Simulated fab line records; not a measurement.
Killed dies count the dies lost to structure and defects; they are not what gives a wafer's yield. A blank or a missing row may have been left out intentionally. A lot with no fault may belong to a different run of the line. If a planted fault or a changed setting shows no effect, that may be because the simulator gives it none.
One fault through the eyes of 2 desks / flow nand-harc / only its own numbers are on each desk; what lay behind them is given at the end

THE DEFECT DESK
Inspection counts along the route, by lot: the mean over sampled wafers that carry a number. A lot is out of limits, marked OUT, if its mean lies more than 4 standard deviations from the usual mean; the brackets give that distance.
Columns: A = raw-defect-count at NHARC_A_START_INSPECT_01, usual 3.7
lot=L829; first seen here=day 6 07:17; A=4.0
lot=L830; first seen here=day 6 17:29; A=3.7
lot=L832; first seen here=day 7 06:44; A=3.0
lot=L831; first seen here=day 7 07:32; A=5.0
lot=L834; first seen here=day 7 17:17; A=6.0
lot=L837; first seen here=day 8 13:44; A=3.7
lot=L836; first seen here=day 8 14:11; A=3.7
lot=L838; first seen here=day 8 21:32; A=2.0
lot=L842; first seen here=day 10 05:53; A=5.0
lot=L846; first seen here=day 10 15:28; A=3.7
lot=L845; first seen here=day 10 15:35; A=2.0
lot=L848; first seen here=day 11 10:42; A=4.3
lot=L850; first seen here=day 11 11:59; A=2.7
lot=L851; first seen here=day 11 21:46; A=2.7
This desk's finding: nothing out of limits on any of the 14 lots.

FROM THE METROLOGY DESK
Lot by lot, what the gauges showed, no matter which tool ran the lot: averages of those sampled wafers that carry a number. A lot is out of limits, marked OUT, if its mean lies more than 4 standard deviations from the usual mean; the brackets give that distance.
Columns: A = thk-nm at NHARC_A_SOURCE_PLATE_THK_MEAS_06, usual 200.2 nm; B = thk-nm at NHARC_A_ONON_D1_THK_MEAS_02, usual 999 nm
lot=L829; first seen here=day 7 06:58; A=199.2; B=998
lot=L830; first seen here=day 7 17:56; A=200.4; B=1006
lot=L832; first seen here=day 8 06:16; A=199.9; B=1003
lot=L831; first seen here=day 8 06:17; A=201.9; B=1004
lot=L834; first seen here=day 8 15:00; A=202.9; B=986
lot=L836; first seen here=day 9 11:11; A=200.5; B=1000
lot=L837; first seen here=day 9 11:11; A=199.6; B=1003
lot=L838; first seen here=day 9 21:27; A=201.6; B=996
lot=L842; first seen here=day 11 06:50; A=194.7; B=994
lot=L845; first seen here=day 11 14:21; A=203.1; B=1197 (+25) OUT
lot=L846; first seen here=day 11 14:22; A=198.5; B=990
lot=L848; first seen here=day 12 09:37; A=196.9; B=1090 (+12) OUT
lot=L850; first seen here=day 12 09:37; A=198.2; B=1023
lot=L851; first seen here=day 12 20:14; A=201.6; B=998
This desk's verdict: out of limits on L845, L848, starting with L845 at day 11 15:01 (thk-nm at NHARC_A_ONON_D1_THK_MEAS_02). L829, L830, L832, L831, L834, L836, L837, L838, L842, L846, L850, L851: within limits.

BROUGHT TOGETHER
At day 11 15:01 the metrology desk could have sounded an alarm, on L845, L848.
Nothing out of limits was seen by the defect desk.
The defect desk has L845, L848 on record, within its limits.
All the named lots went through NHARC_A_ONON_D1_DEP_00 on pecvd-onon-04.

WHAT THE SIMULATOR HAD PUT IN
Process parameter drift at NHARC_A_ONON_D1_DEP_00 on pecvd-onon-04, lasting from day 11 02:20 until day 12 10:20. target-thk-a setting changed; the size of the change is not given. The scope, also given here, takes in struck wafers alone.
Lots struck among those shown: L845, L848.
Per desk, hours elapsed from the start of the fault to the first reading out of limits: for the metrology desk, 13.
